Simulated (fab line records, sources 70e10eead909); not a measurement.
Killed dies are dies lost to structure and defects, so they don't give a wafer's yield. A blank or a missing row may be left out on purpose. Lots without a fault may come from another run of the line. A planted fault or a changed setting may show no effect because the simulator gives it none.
Which tool did it? | flow nand_harc | 24 lots, 72 wafers sampled, at 5 steps of a route of 1302

WHAT THE GAUGES READ, wafer by wafer
NHARC_A_CONTACT_CD_MEAS_15. Usual: cd_nm 190.1 nm, standard deviation 0.49.
lot  | measured     | on        | cd_nm (nm)        | flag
L076 | day 22 08:47 | cd_sem-02 | 189.9 189.2 189.6 |
L075 | day 22 09:50 | cd_sem-03 | 189.6 190.5 189.7 |
L074 | day 22 21:50 | cd_sem-02 | 190.4 190.2 190.7 |
L077 | day 24 03:00 | cd_sem-01 | 190.8 190.4 190.6 |
L078 | day 24 04:28 | cd_sem-02 | 189.9 189.9 190.0 |
L080 | day 24 06:19 | cd_sem-01 | 189.7 189.5 189.5 |
L079 | day 24 21:47 | cd_sem-02 | 190.0 190.3 189.9 |
L081 | day 25 11:20 | cd_sem-02 | 190.4 189.7 190.0 |
L082 | day 26 06:29 | cd_sem-02 | 190.7 190.2 190.5 |
L083 | day 26 07:04 | cd_sem-02 | 189.8 189.7 190.1 |
L084 | day 26 09:43 | cd_sem-03 | 189.7 189.4 189.8 |
L085 | day 27 00:47 | cd_sem-03 | 190.1 191.1 191.1 |
L086 | day 27 20:51 | cd_sem-03 | 189.5 189.6 189.4 |
L088 | day 27 22:17 | cd_sem-03 | 190.6 190.3 190.6 |
L089 | day 27 23:58 | cd_sem-01 | 190.8 191.0 190.7 |
L087 | day 27 22:56 | cd_sem-02 | 190.3 189.9 189.5 |
L091 | day 28 13:28 | cd_sem-03 | 189.9 189.2 190.5 |
L090 | day 28 18:16 | cd_sem-02 | 190.4 189.3 190.4 |
L092 | day 29 20:29 | cd_sem-01 | 190.3 190.6 190.2 |
L093 | day 29 21:04 | cd_sem-03 | 189.6 190.1 189.5 |
L094 | day 30 21:33 | cd_sem-02 | 190.3 189.4 189.2 |
L095 | day 31 01:11 | cd_sem-02 | 189.3 189.5 189.6 |
L096 | day 31 01:59 | cd_sem-03 | 190.0 190.3 190.3 |
L097 | day 32 06:53 | cd_sem-02 | 190.3 190.1 190.8 |

WHICH TOOL RAN EACH LOT (tool, then ch and the chambers of the sampled wafers, then the start)
lot  | NHARC_A_CONTACT_ETCH_119             | NHARC_A_CONTACT_ETCH_121             | NHARC_A_CONTACT_ETCH_76                       | NHARC_A_CONTACT_ETCH_77
L076 | har_cap_etch-03 ch 0,1, day 21 13:40 | har_cap_etch-03 ch 0,1, day 21 14:01 | rie_diel-02 ch 0,3, day 22 08:47 or earlier   | rie_diel-02 ch 1,2,3, day 22 08:47 or earlier
L075 | har_cap_etch-01 ch 0,1, day 21 15:11 | har_cap_etch-01 ch 0,1, day 21 15:32 | rie_diel-13 ch 0,2,3, day 22 09:50 or earlier | rie_diel-13 ch 0,2,3, day 22 09:50 or earlier
L074 | har_cap_etch-02 ch 0,1, day 22 02:53 | har_cap_etch-02 ch 0,1, day 22 03:13 | rie_diel-02 ch 0,1,2, day 22 21:50 or earlier | rie_diel-02 ch 0,2,3, day 22 21:50 or earlier
L077 | har_cap_etch-02 ch 0,1, day 23 07:50 | har_cap_etch-02 ch 0,1, day 23 08:11 | rie_diel-02 ch 1,2,3, day 24 03:00 or earlier | rie_diel-02 ch 2,3, day 24 03:00 or earlier
L078 | har_cap_etch-01 ch 0,1, day 23 10:36 | har_cap_etch-01 ch 0,1, day 23 10:56 | rie_diel-02 ch 0,2,3, day 24 04:28 or earlier | rie_diel-02 ch 1,3, day 24 04:28 or earlier
L080 | har_cap_etch-03 ch 0,1, day 23 10:47 | har_cap_etch-03 ch 0,1, day 23 11:08 | rie_diel-07 ch 0,1, day 24 06:19 or earlier   | rie_diel-07 ch 1,3, day 24 06:19 or earlier
L079 | har_cap_etch-02 ch 0,1, day 24 02:13 | har_cap_etch-02 ch 0,1, day 24 02:34 | rie_diel-02 ch 0,3, day 24 21:47 or earlier   | rie_diel-02 ch 0,3, day 24 21:47 or earlier
L081 | har_cap_etch-03 ch 0,1, day 24 14:11 | har_cap_etch-03 ch 0,1, day 24 14:31 | rie_diel-13 ch 0,2,3, day 25 11:20 or earlier | rie_diel-13 ch 1,2,3, day 25 11:20 or earlier
L082 | har_cap_etch-03 ch 0,1, day 25 08:20 | har_cap_etch-03 ch 0,1, day 25 08:41 | rie_diel-02 ch 0,1, day 26 06:29 or earlier   | rie_diel-02 ch 1,2, day 26 06:29 or earlier
L083 | har_cap_etch-01 ch 0,1, day 25 08:45 | har_cap_etch-01 ch 0,1, day 25 09:05 | rie_diel-02 ch 1,3, day 26 07:04 or earlier   | rie_diel-02 ch 0,2,3, day 26 07:04 or earlier
L084 | har_cap_etch-03 ch 0,1, day 25 15:29 | har_cap_etch-03 ch 0,1, day 25 15:49 | rie_diel-02 ch 0,2, day 26 09:43 or earlier   | rie_diel-02 ch 1,3, day 26 09:43 or earlier
L085 | har_cap_etch-03 ch 0,1, day 26 00:27 | har_cap_etch-03 ch 0,1, day 26 00:47 | rie_diel-02 ch 1,2,3, day 27 00:47 or earlier | rie_diel-02 ch 1,2,3, day 27 00:47 or earlier
L086 | har_cap_etch-03 ch 0,1, day 26 17:00 | har_cap_etch-03 ch 0,1, day 26 17:20 | rie_diel-02 ch 1,2, day 27 20:51 or earlier   | rie_diel-02 ch 1,2,3, day 27 20:51 or earlier
L088 | har_cap_etch-01 ch 0,1, day 26 17:11 | har_cap_etch-01 ch 0,1, day 26 17:31 | rie_diel-07 ch 0,2, day 27 22:17 or earlier   | rie_diel-07 ch 1,2,3, day 27 22:17 or earlier
L089 | har_cap_etch-02 ch 0,1, day 26 21:36 | har_cap_etch-02 ch 0,1, day 26 22:03 | rie_diel-02 ch 0,1,2, day 27 23:58 or earlier | rie_diel-02 ch 1,2, day 27 23:58 or earlier
L087 | har_cap_etch-03 ch 0,1, day 26 22:29 | har_cap_etch-03 ch 0,1, day 26 22:49 | rie_diel-07 ch 1,2, day 27 22:56 or earlier   | rie_diel-07 ch 0,3, day 27 22:56 or earlier
L091 | har_cap_etch-03 ch 1, day 27 19:30   | har_cap_etch-03 ch 1, day 27 19:50   | rie_diel-02 ch 1,2,3, day 28 13:28 or earlier | rie_diel-02 ch 0,1,3, day 28 13:28 or earlier
L090 | har_cap_etch-02 ch 0,1, day 27 21:01 | har_cap_etch-02 ch 0,1, day 27 21:28 | rie_diel-02 ch 0,1,3, day 28 18:16 or earlier | rie_diel-02 ch 0,1,2, day 28 18:16 or earlier
L092 | har_cap_etch-02 ch 0,1, day 29 01:13 | har_cap_etch-02 ch 0,1, day 29 01:33 | rie_diel-07 ch 0,1, day 29 20:29 or earlier   | rie_diel-07 ch 1,2,3, day 29 20:29 or earlier
L093 | har_cap_etch-01 ch 0,1, day 29 02:03 | har_cap_etch-01 ch 0,1, day 29 02:24 | rie_diel-02 ch 1,2,3, day 29 21:04 or earlier | rie_diel-02 ch 1,2,3, day 29 21:04 or earlier
L094 | har_cap_etch-02 ch 0,1, day 30 02:01 | har_cap_etch-02 ch 0,1, day 30 02:22 | rie_diel-02 ch 1,2,3, day 30 21:33 or earlier | rie_diel-02 ch 0,1,3, day 30 21:33 or earlier
L095 | har_cap_etch-01 ch 0,1, day 30 05:31 | har_cap_etch-01 ch 0,1, day 30 05:52 | rie_diel-13 ch 0,2, day 31 01:11 or earlier   | rie_diel-13 ch 1,2,3, day 31 01:11 or earlier
L096 | har_cap_etch-03 ch 0,1, day 30 05:47 | har_cap_etch-03 ch 0,1, day 30 06:07 | rie_diel-02 ch 0,1,2, day 31 01:59 or earlier | rie_diel-02 ch 0,1,3, day 31 01:59 or earlier
L097 | har_cap_etch-02 ch 0,1, day 31 07:25 | har_cap_etch-02 ch 0,1, day 31 07:45 | rie_diel-02 ch 0,3, day 32 06:53 or earlier   | rie_diel-02 ch 0,2,3, day 32 06:53 or earlier
- NHARC_A_CONTACT_ETCH_119: etches the open film in C4F8/O2/Ar, time 190 s, target depth 1850 nm.
- NHARC_A_CONTACT_ETCH_121: etches the open film in C4F8/O2/Ar, time 190 s, target depth 1850 nm.
- NHARC_A_CONTACT_ETCH_76: etches the open film in N2/H2, target depth 260 nm, time 475.3 s.
- NHARC_A_CONTACT_ETCH_77: etches the open film in CF4/CHF3, target depth 108.9 nm, time 54.5 s.

WHAT THE TOOLS THEMSELVES READ (means of the sampled wafers that have a number; where no wafer has one, the mark that the record gives instead)
NHARC_A_CONTACT_ETCH_76. Usual: drypump_motor_current_A 6.08 A, standard deviation 0.28; oes_product_au 1.004 a.u., standard deviation 0.0088; rf_vpp_V 432 V, standard deviation 3.5; showerhead_plenum_p_Torr 2.09 Torr, standard deviation 0.13; throttle_valve_pct 14.172 %, standard deviation 0.0093.
lot  | tool        | drypump_motor_current_A (A) | oes_product_au (a.u.) | rf_vpp_V (V) | showerhead_plenum_p_Torr (Torr) | throttle_valve_pct (%) | flag
L076 | rie_diel-02 | 5.82                        | 1.011                 | 429          | 2.00                            | 14.167                 |
L075 | rie_diel-13 | 6.25                        | 0.999                 | 430          | 2.01                            | 14.173                 |
L074 | rie_diel-02 | 6.19                        | 0.999                 | 434          | 2.18                            | 14.164                 |
L077 | rie_diel-02 | 6.00                        | 1.004                 | 431          | 2.07                            | 14.173                 |
L078 | rie_diel-02 | 6.09                        | 1.003                 | 432          | 2.07                            | 14.173                 |
L080 | rie_diel-07 | 5.84                        | 0.999                 | 429          | 2.00                            | 14.180                 |
L079 | rie_diel-02 | 6.03                        | 1.006                 | 432          | 2.10                            | 14.175                 |
L081 | rie_diel-13 | 6.26                        | 1.001                 | 430          | 2.01                            | 14.174                 |
L082 | rie_diel-02 | 6.16                        | 1.005                 | 434          | 2.21                            | 14.171                 |
L083 | rie_diel-02 | 5.76                        | 1.002                 | 429          | 1.99                            | 14.178                 |
L084 | rie_diel-02 | 6.34                        | 1.000                 | 433          | 2.15                            | 14.174                 |
L085 | rie_diel-02 | 6.02                        | 1.007                 | 431          | 2.06                            | 14.179                 |
L086 | rie_diel-02 | 6.26                        | 1.011                 | 434          | 2.14                            | 14.180                 |
L088 | rie_diel-07 | 6.04                        | 1.004                 | 433          | 2.13                            | 14.175                 |
L089 | rie_diel-02 | 6.23                        | 1.001                 | 434          | 2.17                            | 14.169                 |
L087 | rie_diel-07 | 5.88                        | 0.991                 | 428          | 1.96                            | 14.160                 |
L091 | rie_diel-02 | 6.00                        | 1.011                 | 431          | 2.06                            | 14.168                 |
L090 | rie_diel-02 | 5.96                        | 1.002                 | 432          | 2.09                            | 14.172                 |
L092 | rie_diel-07 | 5.94                        | 1.000                 | 431          | 2.09                            | 14.165                 |
L093 | rie_diel-02 | 6.01                        | 1.011                 | 431          | 2.06                            | 14.160                 |
L094 | rie_diel-02 | 6.00                        | 1.012                 | 431          | 2.06                            | 14.175                 |
L095 | rie_diel-13 | 6.33                        | 1.001                 | 431          | 2.09                            | 14.172                 |
L096 | rie_diel-02 | 6.20                        | 1.007                 | 434          | 2.17                            | 14.172                 |
L097 | rie_diel-02 | 5.82                        | 1.018                 | 429          | 1.99                            | 14.167                 |

NHARC_A_CONTACT_ETCH_77. Usual: drypump_motor_current_A 6.08 A, standard deviation 0.27; oes_product_au 0.940 a.u., standard deviation 0.019; rf_vpp_V 372 V, standard deviation 3; showerhead_plenum_p_Torr 1.61 Torr, standard deviation 0.092; throttle_valve_pct 16.801 %, standard deviation 0.0083.
lot  | tool        | drypump_motor_current_A (A) | oes_product_au (a.u.) | rf_vpp_V (V) | showerhead_plenum_p_Torr (Torr) | throttle_valve_pct (%) | flag
L076 | rie_diel-02 | 6.01                        | 0.929                 | 372          | 1.60                            | 16.798                 |
L075 | rie_diel-13 | 6.27                        | 0.930                 | 370          | 1.55                            | 16.805                 |
L074 | rie_diel-02 | 6.07                        | 0.932                 | 371          | 1.60                            | 16.803                 |
L077 | rie_diel-02 | 6.12                        | 0.973                 | 371          | 1.58                            | 16.796                 |
L078 | rie_diel-02 | 5.75                        | 0.977                 | 369          | 1.54                            | 16.804                 |
L080 | rie_diel-07 | 5.86                        | 0.966                 | 369          | 1.53                            | 16.805                 |
L079 | rie_diel-02 | 6.02                        | 0.931                 | 372          | 1.61                            | 16.802                 |
L081 | rie_diel-13 | 6.23                        | 0.924                 | 372          | 1.59                            | 16.788                 |
L082 | rie_diel-02 | 6.25                        | 0.979                 | 373          | 1.65                            | 16.805                 |
L083 | rie_diel-02 | 6.07                        | 0.933                 | 372          | 1.59                            | 16.791                 |
L084 | rie_diel-02 | 5.89                        | 0.968                 | 372          | 1.61                            | 16.803                 |
L085 | rie_diel-02 | 6.01                        | 0.930                 | 371          | 1.59                            | 16.798                 |
L086 | rie_diel-02 | 5.99                        | 0.927                 | 372          | 1.59                            | 16.790                 |
L088 | rie_diel-07 | 5.92                        | 0.925                 | 370          | 1.55                            | 16.801                 |
L089 | rie_diel-02 | 6.29                        | 0.929                 | 373          | 1.65                            | 16.802                 |
L087 | rie_diel-07 | 6.13                        | 0.920                 | 374          | 1.67                            | 16.798                 |
L091 | rie_diel-02 | 5.94                        | 0.927                 | 371          | 1.61                            | 16.797                 |
L090 | rie_diel-02 | 6.21                        | 0.934                 | 373          | 1.67                            | 16.806                 |
L092 | rie_diel-07 | 5.91                        | 0.929                 | 371          | 1.55                            | 16.805                 |
L093 | rie_diel-02 | 6.02                        | 0.933                 | 371          | 1.59                            | 16.804                 |
L094 | rie_diel-02 | 5.95                        | 0.927                 | 371          | 1.61                            | 16.803                 |
L095 | rie_diel-13 | 6.25                        | 0.972                 | 372          | 1.58                            | 16.807                 |
L096 | rie_diel-02 | 5.95                        | 0.930                 | 372          | 1.61                            | 16.806                 |
L097 | rie_diel-02 | 6.07                        | 0.936                 | 371          | 1.59                            | 16.805                 |

THE ANSWER, worked out from the rows above alone
Rule: a lot is off if the mean of its wafers that have a number lies more than 3 standard deviations from the usual mean. A lot without any number at a reading at which 4 lots or more have one is off too. The other lots that the step has rows for count as sound. The gauges are gone through in route order, then the tools' own readings, and for those a lot's mean is taken as printed above. The first step at which some lot is off is used, and at that step the reading that is off furthest; a lot without a number counts as furthest.
No lot is off at any reading shown: from this, nothing can be told.

WHAT THE SIMULATOR HAD PUT IN
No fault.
